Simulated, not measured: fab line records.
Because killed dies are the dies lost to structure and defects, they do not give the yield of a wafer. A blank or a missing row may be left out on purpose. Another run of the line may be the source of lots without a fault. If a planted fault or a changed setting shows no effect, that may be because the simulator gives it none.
Matching of chambers :: flow n5_finfet :: N5_BEOL_M3_ALD_84 on ald_metal-04 has 4 sister chambers
The step deposits TaN, pulse time 2 s, purge time 3 s, co reactant purge time 2 s. 4 wafers are shown with their chamber, then 11 later ones without.

WAFERS WITH THEIR CHAMBER
wafer: L082.6
chamber: 3
heater_power_w (W): 438

wafer: L089.5
chamber: 1
heater_power_w (W): 441

wafer: L089.6
chamber: 2
heater_power_w (W): 463

wafer: L090.2
chamber: 0
heater_power_w (W): 404

WAFERS WHOSE CHAMBER IS MISSING
wafer: L090.5
heater_power_w (W): 445

wafer: L090.6
heater_power_w (W): 402

wafer: L094.1
heater_power_w (W): 445

wafer: L094.3
heater_power_w (W): 406

wafer: L094.5
heater_power_w (W): 443

wafer: L096.3
heater_power_w (W): 445

wafer: L096.5
heater_power_w (W): 430

wafer: L096.6
heater_power_w (W): 462

wafer: L097.1
heater_power_w (W): 397

wafer: L097.2
heater_power_w (W): 440

wafer: L097.6
heater_power_w (W): 447

WHICH CHAMBER EACH WENT THROUGH
wafer: L090.5
from the rows above: can't be placed: 1 or 3
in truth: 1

wafer: L090.6
from the rows above: 0
in truth: 0

wafer: L094.1
from the rows above: can't be placed: 1 or 3
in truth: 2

wafer: L094.3
from the rows above: 0
in truth: 0

wafer: L094.5
from the rows above: can't be placed: 1 or 3
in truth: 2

wafer: L096.3
from the rows above: can't be placed: 1 or 3
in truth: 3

wafer: L096.5
from the rows above: can't be placed: 3 or 1
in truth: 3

wafer: L096.6
from the rows above: 2
in truth: 2

wafer: L097.1
from the rows above: 0
in truth: 0

wafer: L097.2
from the rows above: can't be placed: 1 or 3
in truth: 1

wafer: L097.6
from the rows above: can't be placed: 1 or 3
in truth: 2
Placed correctly: 4 of 11. Can't be placed from these rows: 7 (the true chamber is among the candidates in 4). Placed wrongly: 0.
How it was worked out, from the rows above alone: a wafer's distance from a chamber is the root of the sum, over the readings, of the square of ((its reading less the chamber's mean) divided by the reading's scatter). The wafer belongs to the nearest chamber; if the next one is less than 2 further off, it can't be placed. Each chamber's mean is taken over the wafers shown for it. The scatter: with one shown wafer a chamber, the root of the mean of the squares of how far each hidden wafer lies from its nearest shown one.
